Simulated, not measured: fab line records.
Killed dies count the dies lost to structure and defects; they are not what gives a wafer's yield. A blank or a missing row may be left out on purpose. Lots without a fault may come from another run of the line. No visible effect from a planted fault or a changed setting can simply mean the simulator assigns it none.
fab line records ; flow nand-harc
record lots=6; wafers=18; last-day=25
route steps=1159 shown A_CONTACT@912 END@1159
lots that met no fault: taken from a fault-free run of the same line
start-h: hours from the record's opening day to when the first of the lot's shown wafers began ; wait-h: hours from the lot's prior step to this one ; " same as the row above ; L1.1+2: a single row standing in for several wafers ; - no value present, or no start provided ; * or withheld: withheld ; < > ~ a bound
route shown NAME@n: a module of which the file shows steps, and the number in the route of the first ; usual: average and standard deviation across the fault-free wafers ; same: alike in all rows ; chamber/n: place in a boat ; sites: the reading at each site ; _std_site: how widely they spread, as a standard deviation ; _edge_site: inner sites' mean taken away from outer sites' mean ; radius-mm: for every site, how far away it sits from the centre of the wafer ; mask NAME#n: copy n ; behind: the last tool/chamber to shape the wafer ; hold: what put the lot on hold/how long, in hours/how the hold closed ; device: which transistor (n, p or np) failed to switch ; end of line: tests run on the same wafers once the route is complete ; where a step has no rows: the recipe by itself ; killed: the dies lost at the first sort to structure and to defects; this is not the yield of the wafer ; map: a wafer's dies, marking killed ones x, the rest . and places with no die _
set.NAME: the setting as run; set.NAME@STEP: as run at that earlier step ; model.NAME: the simulator's own value behind a step, which no gauge read
lots seen at some steps along the route; tables by step, rows by wafer
services: a tool's chamber out of use, with start hour (start-h, from the record's first day; less than 0 if before it), hours out, and reason
## steps
# step NHARC_A_CONTACT_ETCH_132
# recipe source-w=withheld; pressure-mtorr=20; bias-v=1200; time-s=156; target-depth-a=9580; ar-flow-sccm=withheld; c4f8-flow-sccm=withheld; o2-flow-sccm=withheld; chemistry=C4F8/O2/Ar
lot.wafer;tool;chamber;start-h;wait-h;rf-hours-counter-h
L643.1;har-cap-etch-02;0;392.28;0.1;13
L643.3;har-cap-etch-02;0;392.28;0.1;-
L643.5;har-cap-etch-02;1;392.28;0.1;-
L649.1;har-cap-etch-02;0;431.18;0.1;20
L649.3;har-cap-etch-02;1;431.18;0.1;-
L649.6;har-cap-etch-02;1;431.18;0.1;-
L659.2;har-cap-etch-03;1;477.91;0.1;101
L659.4;har-cap-etch-03;1;477.91;0.1;-
L659.6;har-cap-etch-03;0;477.91;0.1;-
L660.2;har-cap-etch-01;0;484.74;0.1;79
L660.5;har-cap-etch-01;0;484.74;0.1;-
L660.6;har-cap-etch-01;1;484.74;0.1;-
L662.1;har-cap-etch-02;1;489.46;0.1;32
L662.3;har-cap-etch-02;1;489.46;0.1;-
L662.5;har-cap-etch-02;0;489.46;0.1;-
L664.1;har-cap-etch-02;1;534.77;0.1;39
L664.3;har-cap-etch-02;1;534.77;0.1;-
L664.5;har-cap-etch-02;1;534.77;0.1;-
# step NHARC_A_CONTACT_ETCH_133
# recipe source-w=withheld; pressure-mtorr=20; bias-v=400; time-s=195; target-depth-a=8400; ar-flow-sccm=withheld; c4f8-flow-sccm=11.5; o2-flow-sccm=7.2; chemistry=C4F8/O2/Ar
# step NHARC_A_CONTACT_ETCH_91
# recipe target-depth-a=400; over-etch-frac=0.5; time-s=85.7; ion-energy-ev=120; ch3f-flow-sccm=50; o2-flow-sccm=30; ar-flow-sccm=200; rf-w=500; bias-w=100; chemistry=CH3F/O2
# usual bias-w=100.0/0.3; drypump-motor-current-A=5.9/0.44; oes-product-au=0.939/0.028; rf-vpp-V=244.1/1.2; showerhead-plenum-p-Torr=2.44/0.066; throttle-valve-pct=20.664/0.0096
lot.wafer;tool;chamber;start-h;wait-h;bias-w;drypump-motor-current-A;oes-product-au;rf-hours-counter-h;rf-vpp-V;showerhead-plenum-p-Torr;throttle-valve-pct
L643.1;rie-diel-11;1;392.96;0.5;99.8;6.6;0.929;5;245.2;2.47;20.669
L643.3;rie-diel-11;0;392.96;0.5;99.8;6.0;0.918;5;244.8;2.45;20.675
L643.5;rie-diel-11;1;392.96;0.5;99.9;6.6;0.929;-;244.5;2.47;20.669
L649.1;rie-diel-08;0;431.86;0.5;99.6;6.2;0.919;44;243.9;2.46;20.675
L649.3;rie-diel-08;2;431.86;0.5;99.8;5.6;0.936;38;245.4;2.50;20.674
L649.6;rie-diel-08;1;431.86;0.5;100.4;6.2;0.949;-;241.2;2.30;20.663
L659.4;rie-diel-13;3;478.64;0.5;99.5;5.6;0.988;6;243.2;2.38;20.665
L659.2;rie-diel-13;1;478.64;0.5;99.7;5.2;0.995;7;244.1;2.39;20.685
L659.6;rie-diel-13;3;478.64;0.5;99.7;5.6;0.996;-;243.5;2.38;20.660
L660.2;rie-diel-11;3;485.50;0.6;99.7;6.0;0.931;28;243.6;2.39;20.658
L660.5;rie-diel-11;0;485.50;0.6;100.0;6.0;0.917;-;244.4;2.44;20.662
L660.6;rie-diel-11;1;485.50;0.6;100.2;6.6;0.935;-;243.3;2.46;20.650
L662.3;rie-diel-13;3;490.16;0.4;100.0;5.6;0.995;10;242.8;2.38;20.660
L662.1;rie-diel-13;0;490.16;0.4;100.3;5.4;0.977;10;241.9;2.32;20.670
L662.5;rie-diel-13;3;490.16;0.4;100.2;5.6;0.998;-;244.6;2.38;20.676
L664.1;rie-diel-11;0;535.46;0.5;100.0;6.0;0.920;32;244.1;2.44;20.666
L664.3;rie-diel-11;1;535.46;0.5;99.9;6.6;0.924;33;245.9;2.46;20.661
L664.5;rie-diel-11;0;535.46;0.5;99.9;6.0;0.931;-;244.1;2.44;20.659
# step NHARC_A_CONTACT_ETCH_97
# recipe target-depth-a=200; over-etch-frac=0.5; time-s=10; ion-energy-ev=250; c4f6-flow-sccm=25; o2-flow-sccm=20; ar-flow-sccm=500; rf-w=600; bias-w=500; chemistry=C4F6/O2
# usual bias-w=499.7/1.5; drypump-motor-current-A=5.9/0.42; oes-product-au=0.963/0.021; rf-vpp-V=546.3/2.2; showerhead-plenum-p-Torr=3.90/0.099; throttle-valve-pct=26.904/0.009
lot.wafer;tool;chamber;start-h;wait-h;bias-w;drypump-motor-current-A;oes-product-au;rf-hours-counter-h;rf-vpp-V;showerhead-plenum-p-Torr;throttle-valve-pct
L643.1;rie-diel-11;1;393.13;0.1;499.1;6.6;0.955;5;547.6;3.94;26.878
L643.3;rie-diel-11;3;393.13;0.1;499.8;6.0;0.963;5;545.0;3.83;26.908
L643.5;rie-diel-11;0;393.13;0.1;499.0;6.0;0.947;-;547.9;3.91;26.908
L649.1;rie-diel-08;2;-;-;498.2;5.6;0.924;38;548.0;3.98;26.907
L649.3;rie-diel-08;3;-;-;501.4;5.8;0.939;45;546.2;3.84;26.887
L649.6;rie-diel-08;1;-;-;499.5;6.2;0.960;-;541.5;3.69;26.886
L659.4;rie-diel-13;2;-;-;501.5;5.7;1.011;6;549.4;4.02;26.925
L659.2;rie-diel-13;3;-;-;499.8;5.6;1.007;6;543.8;3.80;26.919
L659.6;rie-diel-13;2;-;-;498.6;5.6;1.017;-;548.9;4.02;26.891
L660.2;rie-diel-11;2;-;-;500.3;5.3;0.951;21;549.5;4.05;26.892
L660.5;rie-diel-11;3;-;-;499.5;6.0;0.939;-;544.1;3.82;26.897
L660.6;rie-diel-11;0;-;-;501.4;6.0;0.944;-;545.9;3.90;26.897
L662.1;rie-diel-13;3;-;-;497.8;5.6;1.006;10;543.3;3.80;26.885
L662.3;rie-diel-13;1;-;-;499.2;5.2;0.990;12;544.7;3.81;26.903
L662.5;rie-diel-13;3;-;-;498.6;5.7;0.989;-;545.0;3.80;26.906
L664.3;rie-diel-11;3;-;-;498.7;6.0;0.946;35;544.9;3.82;26.915
L664.1;rie-diel-11;2;-;-;500.9;5.3;0.933;29;550.0;4.04;26.904
L664.5;rie-diel-11;3;-;-;499.9;6.0;0.938;-;545.5;3.82;26.915
# step NHARC_A_CONTACT_CD_MEAS_80
# usual cd-nm=189.4/0.62
lot.wafer;tool;chamber;start-h;wait-h;cd-nm
L643.1;cd-sem-03;-;393.22;-;189.2
L643.3;cd-sem-03;-;393.22;-;189.3
L643.5;cd-sem-03;-;393.22;-;189.3
L649.1;cd-sem-01;-;432.08;-;189.5
L649.3;cd-sem-01;-;432.08;-;188.9
L649.6;cd-sem-01;-;432.08;-;188.7
L659.2;cd-sem-01;-;478.85;-;189.5
L659.4;cd-sem-01;-;478.85;-;190.1
L659.6;cd-sem-01;-;478.85;-;190.1
L660.2;cd-sem-03;-;485.68;-;189.2
L660.5;cd-sem-03;-;485.68;-;188.7
L660.6;cd-sem-03;-;485.68;-;189.6
L662.1;cd-sem-03;-;490.36;-;188.7
L662.3;cd-sem-03;-;490.36;-;189.3
L662.5;cd-sem-03;-;490.36;-;189.2
L664.1;cd-sem-03;-;535.68;-;188.6
L664.3;cd-sem-03;-;535.68;-;188.7
L664.5;cd-sem-03;-;535.68;-;188.0
# step NHARC_A_CONTACT_STRIP_103
# recipe n2-flow-sccm=150; h2-flow-sccm=150; ar-flow-sccm=0; bias-w=0; chemistry=N2/H2
# step NHARC_A_CONTACT_STRIP_104
# recipe cf4-flow-sccm=100; chf3-flow-sccm=30; ar-flow-sccm=0; bias-w=0; chemistry=CF4/CHF3
# step NHARC_A_CONTACT_STRIP_105
# recipe o2-flow-sccm=400; cos-flow-sccm=20; ar-flow-sccm=0; bias-w=0; chemistry=O2/COS
# step NHARC_A_CONTACT_ETCH_106
# recipe target-depth-a=600; overetch-a=60; time-s=33; ion-energy-ev=100; cf4-flow-sccm=80; o2-flow-sccm=20; ar-flow-sccm=0; rf-w=300; bias-w=100; chemistry=CF4/O2
# usual bias-w=99.99/0.26; drypump-motor-current-A=5.9/0.46; oes_f_703_au=1.000/0.0047; oes-product-au=1.002/0.0082; rf-vpp-V=197.8/1.1; showerhead-plenum-p-Torr=1.33/0.038; throttle-valve-pct=13.397/0.0085
lot.wafer;tool;chamber;start-h;wait-h;bias-w;drypump-motor-current-A;oes_f_703_au;oes-product-au;rf-hours-counter-h;rf-vpp-V;showerhead-plenum-p-Torr;throttle-valve-pct
L643.1;rie-diel-11;0;393.54;0.1;100.06;6.0;1.005;1.000;5;198.3;1.33;13.389
L643.3;rie-diel-11;3;393.54;0.1;100.03;6.0;0.994;1.008;5;197.6;1.30;13.386
L643.5;rie-diel-11;0;393.54;0.1;99.84;6.0;0.992;1.002;-;197.8;1.33;13.413
L649.1;rie-diel-08;0;432.37;0.1;99.81;6.2;0.999;0.990;44;197.7;1.34;13.394
L649.3;rie-diel-08;2;432.37;0.1;99.96;5.6;1.002;1.002;38;197.9;1.36;13.399
L649.6;rie-diel-08;0;432.37;0.1;99.98;6.3;1.003;1.000;-;199.4;1.34;13.402
L659.2;rie-diel-11;2;479.36;0.3;100.13;5.3;0.998;1.005;19;198.7;1.38;13.406
L659.4;rie-diel-11;1;479.36;0.3;99.84;6.6;1.001;1.005;24;198.0;1.34;13.394
L659.6;rie-diel-11;3;479.36;0.3;99.69;6.0;1.007;0.983;-;197.1;1.30;13.387
L660.2;rie-diel-13;3;485.99;0.1;100.10;5.6;1.000;1.001;9;195.9;1.29;13.398
L660.6;rie-diel-13;2;485.99;0.1;100.48;5.6;0.992;1.005;-;198.1;1.37;13.403
L660.5;rie-diel-13;3;485.99;0.1;100.03;5.6;1.003;1.001;-;196.3;1.29;13.399
L662.1;rie-diel-08;1;490.66;0.1;99.64;6.3;1.003;1.003;0;196.6;1.24;13.392
L662.3;rie-diel-08;2;490.66;0.1;99.94;5.5;0.998;0.991;0;197.8;1.35;13.388
L662.5;rie-diel-08;0;490.66;0.1;99.97;6.3;0.993;1.000;-;197.8;1.33;13.402
L664.1;rie-diel-11;1;535.97;0.1;100.10;6.6;1.000;1.003;33;198.2;1.33;13.409
L664.3;rie-diel-11;3;535.97;0.1;99.95;5.9;1.002;1.010;35;197.1;1.30;13.406
L664.5;rie-diel-11;2;535.97;0.1;99.92;5.3;1.003;1.009;-;198.3;1.38;13.411
# step NHARC_A_CONTACT_STRIP_82
# recipe o2-flow-sccm=500; ar-flow-sccm=0; bias-w=0; chemistry=O2
# step NHARC_A_CONTACT_STRIP_83
# recipe time-s=600; temp-c=30; chemistry=post-etch-residue-remover
# step NHARC_A_CONTACT_DEP_84
# recipe target-thk-a=20000; temp-c=400; material=aC
# usual susceptor-temp-C=400.10/0.2; throttle-valve-pct=35.000/0.0088
lot.wafer;tool;chamber;start-h;wait-h;susceptor-temp-C;throttle-valve-pct
L643.1;acl-dep-01;0;394.39;-;399.82;35.001
L643.3;acl-dep-01;0;394.39;-;399.99;34.998
L643.5;acl-dep-01;0;394.39;-;399.95;34.999
L649.1;acl-dep-01;0;436.01;-;400.36;34.992
L649.3;acl-dep-01;0;436.01;-;400.12;34.998
L649.6;acl-dep-01;0;436.01;-;400.05;34.996
L659.2;acl-dep-02;0;481.28;-;400.55;35.010
L659.4;acl-dep-02;0;481.28;-;400.29;34.998
L659.6;acl-dep-02;0;481.28;-;400.29;34.995
L660.2;acl-dep-03;0;489.80;-;400.08;34.980
L660.5;acl-dep-03;0;489.80;-;399.99;34.999
L660.6;acl-dep-03;0;489.80;-;400.05;35.008
L662.1;acl-dep-02;0;491.63;-;400.08;35.011
L662.3;acl-dep-02;0;491.63;-;400.37;35.013
L662.5;acl-dep-02;0;491.63;-;400.25;35.004
L664.1;acl-dep-01;0;540.50;-;400.22;35.005
L664.3;acl-dep-01;0;540.50;-;400.24;35.001
L664.5;acl-dep-01;0;540.50;-;400.02;34.991
# step NHARC_A_CONTACT_DEP_85
# recipe target-thk-a=500; target-thk-nm=50; temp-c=400; pressure-torr=3.5; flow-sccm=200; rf-w=350; material=SiON
# usual chamber-pressure-Torr=3.499/0.0075; heater-power-outer-w=467/74; heater-power-w=770/120
lot.wafer;tool;chamber;start-h;wait-h;chamber-pressure-Torr;heater-power-outer-w;heater-power-w
L643.3;pecvd-02;1;395.65;0.6;3.500;485;810
L643.1;pecvd-02;0;395.65;0.6;3.504;528;898
L643.5;pecvd-02;2;395.65;0.6;3.498;311;503
L649.3;pecvd-04;2;437.47;0.8;3.503;551;890
L649.1;pecvd-04;0;437.47;0.8;3.489;413;659
L649.6;pecvd-04;0;437.47;0.8;3.490;437;646
L659.2;pecvd-02;2;482.36;0.9;-;-;-
L659.6;pecvd-02;0;482.36;0.9;-;-;-
L659.4;pecvd-02;1;482.36;0.9;-;-;-
L660.2;pecvd-03;2;490.91;0.9;-;-;-
L660.6;pecvd-03;1;490.91;0.9;-;-;-
L660.5;pecvd-03;0;490.91;0.9;-;-;-
L662.1;pecvd-03;0;492.90;1.1;3.505;600;1008
L662.3;pecvd-03;1;492.90;1.1;3.494;442;736
L662.5;pecvd-03;1;492.90;1.1;3.507;458;749
L664.1;pecvd-04;1;541.82;1.1;3.502;484;770
L664.3;pecvd-04;0;541.82;1.1;3.501;426;637
L664.5;pecvd-04;0;541.82;1.1;3.505;427;651
# step NHARC_A_CONTACT_DEHYDRATE_00
# recipe temp-c=150; time-s=120
# step NHARC_END_SORT_01
# recipe temp-c=25
# usual killed-at-array=26/10; killed-at-other=0.8/1.1; killed-at-periphery=3.3/2.6; killed-dies=30/11; killed-open=3.4/1.8; killed-short=2.0/1.3
# same gross-dies=677
lot.wafer;tool;chamber;start-h;wait-h;killed-at-array;killed-at-other;killed-at-periphery;killed-dies;killed-open;killed-short
L649.1;prober-02;0;489.53;2.5;16;0;1;17;3;2
L649.3;prober-02;0;491.14;3.1;14;0;5;19;3;2
L649.6;prober-02;0;493.55;4.0;23;0;3;26;6;3
L660.2;prober-01;0;549.10;2.8;669;1;7;677;4;3
L660.5;prober-01;0;551.51;3.7;675;0;2;677;0;0
L660.6;prober-01;0;552.31;4.0;671;2;4;677;3;0
L659.2;prober-01;0;556.89;2.8;673;2;2;677;3;0
L659.4;prober-01;0;558.47;3.4;673;3;1;677;3;3
L659.6;prober-01;0;560.06;4.0;675;1;1;677;3;2
L664.1;prober-02;0;592.74;2.5;48;2;5;55;4;1
L664.3;prober-02;0;594.32;3.1;45;2;3;50;2;3
L664.5;prober-02;0;595.90;3.7;42;0;7;49;2;2
# killed by level:class
L649.1 A_STAIRCASE:chamber-film-flake=7 A_CHANNEL_HOLE_D1:chamber-film-flake=3 A_M1:geometric-particle:open=2 A_ONON_D1:geometric-particle:short=1 A_CHANNEL_HOLE_D1:geometric-particle:open=1 A_WL_FILL:geometric-particle:short=1 P_ZERO_WELL:chamber-film-flake=1 A_SLIT:chamber-film-flake=1
L649.3 A_STAIRCASE:chamber-film-flake=8 P_CONTACT:geometric-particle:open=3 P_ZERO_WELL:chamber-film-flake=2 A_SLIT:chamber-film-flake=2 A_CHANNEL_HOLE_D1:geometric-particle:short=1 A_WL_FILL:geometric-particle:short=1 A_ZERO_WELL:chamber-film-flake=1 A_CONTACT:chamber-film-flake=1
L649.6 A_STAIRCASE:chamber-film-flake=7 A_CHANNEL_HOLE_D1:chamber-film-flake=4 A_WL_FILL:geometric-particle:short=2 A_CONTACT:geometric-particle:open=2 A_CONTACT:chamber-film-flake=2 P_CONTACT:geometric-particle:open=1 A_ONON_D1:geometric-particle:open=1 A_CHANNEL_FILL_D1:geometric-particle:short=1
L660.2 A_CONTACT:area-dep=634 A_SLIT:chamber-film-flake=21 A_CHANNEL_HOLE_D1:chamber-film-flake=8 P_STI:chamber-film-flake=4 A_WL_FILL:geometric-particle:open=2 A_CONTACT:chamber-film-flake=2 P_CONTACT:geometric-particle:short=1 P_M0:geometric-particle:open=1
L660.5 A_CONTACT:area-dep=642 A_CHANNEL_HOLE_D1:chamber-film-flake=15 A_SLIT:chamber-film-flake=12 A_CONTACT:chamber-film-flake=3 P_GATE:chamber-film-flake=2 A_STAIRCASE:chamber-film-flake=2 A_CHANNEL_FILL_D1:chamber-film-flake=1
L660.6 A_CONTACT:area-dep=632 A_SLIT:chamber-film-flake=21 A_CHANNEL_HOLE_D1:chamber-film-flake=8 A_CONTACT:chamber-film-flake=4 P_STI:chamber-film-flake=2 P_GATE:chamber-film-flake=2 THIN_TSV:chamber-film-flake=2 A_ONON_D1:geometric-particle:open=1
L659.2 A_CONTACT:area-dep=658 A_CONTACT:chamber-film-flake=8 A_CHANNEL_HOLE_D1:chamber-film-flake=4 THIN_TSV:chamber-film-flake=2 P_GATE:geometric-particle:open=1 A_CONTACT:geometric-particle:open=1 A_M0:geometric-particle:open=1 P_GATE:chamber-film-flake=1
L659.4 A_CONTACT:area-dep=660 A_CHANNEL_HOLE_D1:chamber-film-flake=3 A_CONTACT:chamber-film-flake=3 THIN_TSV:chamber-film-flake=3 A_CHANNEL_FILL_D1:geometric-particle:short=2 A_CHANNEL_FILL_D1:geometric-particle:open=2 P_M1:geometric-particle:short=1 A_WL_FILL:geometric-particle:open=1
L659.6 A_CONTACT:area-dep=660 A_CHANNEL_HOLE_D1:chamber-film-flake=6 A_CONTACT:chamber-film-flake=3 P_CONTACT:geometric-particle:short=1 A_ONON_D1:geometric-particle:open=1 A_CONTACT:geometric-particle:open=1 A_BLC:geometric-particle:open=1 A_M0:geometric-particle:short=1
L664.1 A_SLIT:chamber-film-flake=31 A_CHANNEL_HOLE_D1:chamber-film-flake=12 A_STAIRCASE:chamber-film-flake=3 P_GATE:chamber-film-flake=2 THIN_TSV:chamber-film-flake=2 P_ZERO_WELL:geometric-particle:open=1 P_CONTACT:geometric-particle:open=1 P_CONTACT:geometric-particle:short=1
L664.3 A_SLIT:chamber-film-flake=18 A_CHANNEL_HOLE_D1:chamber-film-flake=15 A_CONTACT:chamber-film-flake=7 A_WL_FILL:geometric-particle:short=2 THIN_TSV:chamber-film-flake=2 P_M0:geometric-particle:short=1 A_SOURCE_PLATE:geometric-particle:open=1 P_GATE:chamber-film-flake=1
L664.5 A_SLIT:chamber-film-flake=21 A_CHANNEL_HOLE_D1:chamber-film-flake=12 P_GATE:chamber-film-flake=3 P_M0:chamber-film-flake=3 A_CONTACT:chamber-film-flake=3 A_CHANNEL_FILL_D1:geometric-particle:open=1 A_CONTACT:geometric-particle:short=1 A_CONTACT:geometric-particle:open=1
# map L659.2 (x killed, . not)
____________x____________
_________xxxxxxx_________
_______xxxxxxxxxxx_______
______xxxxxxxxxxxxx______
_____xxxxxxxxxxxxxxx_____
____xxxxxxxxxxxxxxxxx____
____xxxxxxxxxxxxxxxxx____
___xxxxxxxxxxxxxxxxxxx___
___xxxxxxxxxxxxxxxxxxx___
__xxxxxxxxxxxxxxxxxxxxx__
__xxxxxxxxxxxxxxxxxxxxx__
_xxxxxxxxxxxxxxxxxxxxxxx_
_xxxxxxxxxxxxxxxxxxxxxxx_
_xxxxxxxxxxxxxxxxxxxxxxx_
_xxxxxxxxxxxxxxxxxxxxxxx_
_xxxxxxxxxxxxxxxxxxxxxxx_
xxxxxxxxxxxxxxxxxxxxxxxxx
xxxxxxxxxxxxxxxxxxxxxxxxx
xxxxxxxxxxxxxxxxxxxxxxxxx
xxxxxxxxxxxxxxxxxxxxxxxxx
xxxxxxxxxxxxxxxxxxxxxxxxx
_xxxxxxxxxxxxxxxxxxxxxxx_
_xxxxxxxxxxxxxxxxxxxxxxx_
_xxxxxxxxxxxxxxxxxxxxxxx_
_xxxxxxxxxxxxxxxxxxxxxxx_
_xxxxxxxxxxxxxxxxxxxxxxx_
__xxxxxxxxxxxxxxxxxxxxx__
__xxxxxxxxxxxxxxxxxxxxx__
___xxxxxxxxxxxxxxxxxxx___
___xxxxxxxxxxxxxxxxxxx___
____xxxxxxxxxxxxxxxxx____
____xxxxxxxxxxxxxxxxx____
_____xxxxxxxxxxxxxxx_____
______xxxxxxxxxxxxx______
_______xxxxxxxxxxx_______
_________xxxxxxx_________
____________x____________
# map L660.2 (x killed, . not)
____________x____________
_________xxxxxxx_________
_______xxxxxxxxxxx_______
______xxxxxxxxxxxxx______
_____xxxxxxxxxxxxxxx_____
____xxxxxxxxxxxxxxxxx____
____xxxxxxxxxxxxxxxxx____
___xxxxxxxxxxxxxxxxxxx___
___xxxxxxxxxxxxxxxxxxx___
__xxxxxxxxxxxxxxxxxxxxx__
__xxxxxxxxxxxxxxxxxxxxx__
_xxxxxxxxxxxxxxxxxxxxxxx_
_xxxxxxxxxxxxxxxxxxxxxxx_
_xxxxxxxxxxxxxxxxxxxxxxx_
_xxxxxxxxxxxxxxxxxxxxxxx_
_xxxxxxxxxxxxxxxxxxxxxxx_
xxxxxxxxxxxxxxxxxxxxxxxxx
xxxxxxxxxxxxxxxxxxxxxxxxx
xxxxxxxxxxxxxxxxxxxxxxxxx
xxxxxxxxxxxxxxxxxxxxxxxxx
xxxxxxxxxxxxxxxxxxxxxxxxx
_xxxxxxxxxxxxxxxxxxxxxxx_
_xxxxxxxxxxxxxxxxxxxxxxx_
_xxxxxxxxxxxxxxxxxxxxxxx_
_xxxxxxxxxxxxxxxxxxxxxxx_
_xxxxxxxxxxxxxxxxxxxxxxx_
__xxxxxxxxxxxxxxxxxxxxx__
__xxxxxxxxxxxxxxxxxxxxx__
___xxxxxxxxxxxxxxxxxxx___
___xxxxxxxxxxxxxxxxxxx___
____xxxxxxxxxxxxxxxxx____
____xxxxxxxxxxxxxxxxx____
_____xxxxxxxxxxxxxxx_____
______xxxxxxxxxxxxx______
_______xxxxxxxxxxx_______
_________xxxxxxx_________
____________x____________
## services
tool;chamber;start-h;hours;kind
rie-diel-11;0;375.63;-;clean
rie-diel-11;1;375.63;-;clean
rie-diel-11;2;375.63;-;clean
rie-diel-11;3;375.63;-;clean
pecvd-04;-;376.12;13.0;pm
rie-diel-11;2;386.94;17.8;repair
rie-diel-11;0;400.22;-;clean
rie-diel-11;1;400.22;-;clean
rie-diel-11;3;400.22;-;clean
acl-dep-03;-;406.40;13.0;pm
rie-diel-13;3;406.65;3.8;repair
rie-diel-08;1;406.89;2.9;repair
rie-diel-11;0;424.72;-;clean
rie-diel-11;1;424.72;-;clean
rie-diel-13;1;434.77;22.8;repair
rie-diel-11;0;437.48;8.0;repair
rie-diel-13;-;453.66;9.0;pm
pecvd-03;-;473.00;13.0;pm
acl-dep-01;-;475.61;13.0;pm
rie-diel-08;-;478.84;9.0;pm
rie-diel-13;0;490.67;14.3;repair
pecvd-02;-;515.24;13.0;pm
acl-dep-02;-;535.63;13.0;pm
pecvd-04;2;539.23;5.6;repair
## key
first-sign step=NHARC_A_CONTACT_DEP_85; reading=tool-record; direction=missing
effect step=NHARC_END_SORT_01; reading=killed-at-array; direction=up; sigmas=62; usual=26; struck=673
more-kills-born-at NHARC_A_CONTACT_DEP_85@pecvd-02=1978; NHARC_A_CONTACT_DEP_85@pecvd-03=1908
met-at NHARC_A_CONTACT_DEP_85
struck-wafers L659.2,L659.4,L659.6,L660.2,L660.5,L660.6
later-rows-left-out L659.2,L659.4,L659.6,L660.2,L660.5,L660.6
tester-left-out L659,L660
onset-between 395.65 482.36
fault kind=skipped-step-whole; tool=pecvd-02,pecvd-03; chamber=-; onset-h=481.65; steps=NHARC_A_CONTACT_DEP_85; scope=struck-lots-only
# tester-left-out: of these lots the tester's yield and bins aren't shown, on N5 and GAA mostly nor the transistor test; their killed dies are dies lost to structure and defects alone, not to doping, threshold or leakage, so they don't give the yield
# later-rows-left-out: the simulator's readings of these wafers behind a module that went badly wrong aren't trusted and aren't shown, but for the sort
